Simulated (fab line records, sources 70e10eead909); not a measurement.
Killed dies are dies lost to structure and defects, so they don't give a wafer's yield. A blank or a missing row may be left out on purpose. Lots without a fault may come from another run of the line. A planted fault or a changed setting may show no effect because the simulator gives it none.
Chamber matching | flow nand_harc | NHARC_A_BLC_ETCH_17 on rie_diel-12: 4 sister chambers
The step etches the open film in N2/H2, target depth 390 nm, time 609.38 s. 4 wafers are shown with their chamber, then 8 later ones without.

WAFERS WITH THEIR CHAMBER
wafer  | chamber | showerhead_plenum_p_Torr (Torr)
L720.1 | 3       | 2.02
L726.5 | 0       | 1.98
L726.6 | 1       | 1.91
L730.2 | 2       | 2.00

WAFERS WITHOUT THEIR CHAMBER
wafer  | showerhead_plenum_p_Torr (Torr)
L730.3 | 2.02
L730.4 | 1.91
L727.1 | 1.97
L727.3 | 2.00
L727.4 | 2.02
L729.1 | 1.97
L729.2 | 2.00
L729.5 | 2.00

WHICH CHAMBER EACH WENT THROUGH
wafer  | from the rows above | in truth
L730.3 | 3                   | 3
L730.4 | 1                   | 1
L727.1 | 0                   | 0
L727.3 | 2                   | 2
L727.4 | 3                   | 3
L729.1 | 0                   | 0
L729.2 | 2                   | 2
L729.5 | 2                   | 2
Placed correctly: 8 of 8. Can't be placed from these rows: 0. Placed wrongly: 0.
How it was worked out, from the rows above alone: a wafer's distance from a chamber is the root of the sum, over the readings, of the square of ((its reading less the chamber's mean) divided by the reading's scatter). The wafer belongs to the nearest chamber; if the next one is less than 2 further off, it can't be placed. A chamber's mean is the mean of its shown wafers. The scatter: with one shown wafer a chamber, the root of the mean of the squares of how far each hidden wafer lies from its nearest shown one.
